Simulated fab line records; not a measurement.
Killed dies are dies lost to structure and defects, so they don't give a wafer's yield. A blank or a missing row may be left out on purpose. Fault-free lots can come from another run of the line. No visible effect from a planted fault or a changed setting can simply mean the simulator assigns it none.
8D (eight disciplines) problem report, filled in by code    flow n5-finfet    the parts of the form that need people (team, actions taken, sign-off) are left out

1. PROBLEM STATEMENT
Wafers without a fault read 14 with a standard deviation of 5.3, while killed_at_M4_up at N5_PASSIVATION_PROBE_49 averages 89 across 3 wafers of 1 lot. Measured from the usual mean, that is +14 standard deviations.
Seen first at day 19 10:22 on prober-01, wafer L647.2. The record holds 3 wafers of 1 lot with a number at this step. Rule for "out", or "out of limits": more than 4 standard deviations from the usual mean. The other wafers with a number count as sound.

2. WHAT IT IS, AND WHAT IT ISN'T
question                     is                      is not
which readings at this step  killed_at_M4_up         killed_at_M0_to_M3, killed-at-contacts, killed-at-front-end, killed-at-other, killed-open, killed-short, sort_bin_4_leakage, sort_bin_6_memory
which lots                   L647                    -
which wafers of those lots   all that have a number  -
read on which tools          prober-01               -
when                         from day 19 10:22       up to then (0 sound wafers)

3. SUSPECTS, AND WHAT RULES EACH OUT
Counting: any tool at a process step up to the reading is kept as a suspect provided that every lot that is out went through it and no sound lot did after the first of them.
- pecvd-01 at N5_BEOL_M6_ILD_DEP_00 (deposits SiCOH lowk from DEMS/porogen, target thk 179.75 nm, time 33.4 s): kept. It ran the lot that is out, L647 (day 15 09:09), and no sound lot after that.
- rie-diel-06 at N5_BEOL_M14_ETCH_38 (etches SiCN in CF4/N2, target depth 106.5 nm, time 120.6 s): kept. It ran the lot that is out, L647 (day 19 10:22), and no sound lot after that. Because N5_BEOL_M14_ETCH_38 lacks a start for some lots, the hours and order of its lots are taken from N5_PASSIVATION_PROBE_49.
- prober-01 at N5_PASSIVATION_PROBE_49: kept. It ran the lot that is out, L647 (day 19 10:22), and no sound lot after that. On those wafers its own readings are out: killed_at_M4_up.
The count leaves pecvd-01 at N5_BEOL_M6_ILD_DEP_00, rie-diel-06 at N5_BEOL_M14_ETCH_38, and prober-01 at N5_PASSIVATION_PROBE_49.

4. THE CAUSE (what the simulator had put in)
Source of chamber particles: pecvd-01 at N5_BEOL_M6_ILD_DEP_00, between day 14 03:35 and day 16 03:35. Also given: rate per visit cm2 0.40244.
Counting left 3 suspects, and this tool is among them.

5. THE CHAIN OF EFFECTS, in route order
Each row: a reading whose mean over the struck wafers that have a number lies more than 3 standard deviations from the usual. Only readings for which the record gives a usual standard deviation are gone through. hours: the time from each lot's start at the first step in this table that gives one to its start at this step, as a median over the lots. sigmas: the change in usual standard deviations.
hours  step                     reading               usual   on struck wafers  change  sigmas
0      N5_PASSIVATION_PROBE_49  defect-limited-yield  91.0 %  85.2              -5.8    -3.6
0      N5_PASSIVATION_PROBE_49  killed_at_M4_up       14      89                +75     +14
0      N5_PASSIVATION_PROBE_49  killed-dies           106     175               +69     +3.6
0      N5_PASSIVATION_PROBE_49  sort_bin_5_function   5.3 %   9.5               +4.2    +4.2
0      N5_PASSIVATION_PROBE_49  sort-n-pass           1073    1005              -68     -3.6
0      N5_PASSIVATION_PROBE_49  sort-yield-pct        91.0 %  85.2              -5.8    -3.6
Its process steps:
- N5_PASSIVATION_PROBE_49

6. WHAT WOULD HAVE CAUGHT IT SOONER
127 hours passed between the start of the fault at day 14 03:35 and the first reading out of limits in this record, taken at day 19 10:22.
An alarm limit of 4 standard deviations would not have fired on the tool readings at N5_BEOL_M6_ILD_DEP_00 for which the record gives a usual standard deviation, since none of them was out on any struck wafer.
Each of the lots that are out, 1 in all, had begun N5_BEOL_M6_ILD_DEP_00 on pecvd-01 no later than day 19 10:22. Tool hold at that time: it would have spared none of them.
